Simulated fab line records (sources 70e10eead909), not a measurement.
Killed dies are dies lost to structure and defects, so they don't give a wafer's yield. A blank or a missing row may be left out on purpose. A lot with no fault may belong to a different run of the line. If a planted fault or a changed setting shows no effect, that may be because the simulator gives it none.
Matching of chambers -- flow nand_harc -- 3 sister chambers for NHARC_P_CONTACT_DEP_30 on pecvd-04
The step deposits SiNx, target thk 30 nm. 6 wafers are shown with their chamber, then 12 later ones without.

## WAFERS PAIRED WITH THEIR CHAMBERS
wafer,chamber,heater_power_w (W)
L088.6,2,592
L091.1,0,645
L091.3,2,626
L092.1,1,796
L092.4,1,798
L092.6,0,659

## WAFERS WHOSE CHAMBER IS MISSING
wafer,heater_power_w (W)
L094.1,675
L094.3,740
L094.6,657
L095.1,758
L095.2,649
L095.6,659
L095.3,598
L095.4,630
L095.5,763
L096.1,756
L096.4,634
L096.6,686

## CHAMBER TAKEN BY EACH
wafer,from the rows above,in truth
L094.1,0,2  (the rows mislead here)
L094.3,1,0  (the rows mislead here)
L094.6,0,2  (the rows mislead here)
L095.1,1,1
L095.2,0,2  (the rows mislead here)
L095.6,0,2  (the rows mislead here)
L095.3,2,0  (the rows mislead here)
L095.4,can't be placed: 2 or 0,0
L095.5,1,1
L096.1,1,1
L096.4,can't be placed: 0 or 2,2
L096.6,0,0
Placed correctly: 4 of 12. Can't be placed from these rows: 2 (the true chamber is among the candidates in 2). Placed wrongly: 6.
How it was worked out, from the rows above alone: a wafer's distance from a chamber is the root of the sum, over the readings, of the square of ((its reading less the chamber's mean) divided by the reading's scatter). The wafer belongs to the nearest chamber; if the next one is less than 2 further off, it can't be placed. A chamber's mean is the mean of its shown wafers. The scatter: the root of (the sum of the squares of (reading less its chamber's mean) over the shown wafers, divided by (wafers less chambers)).
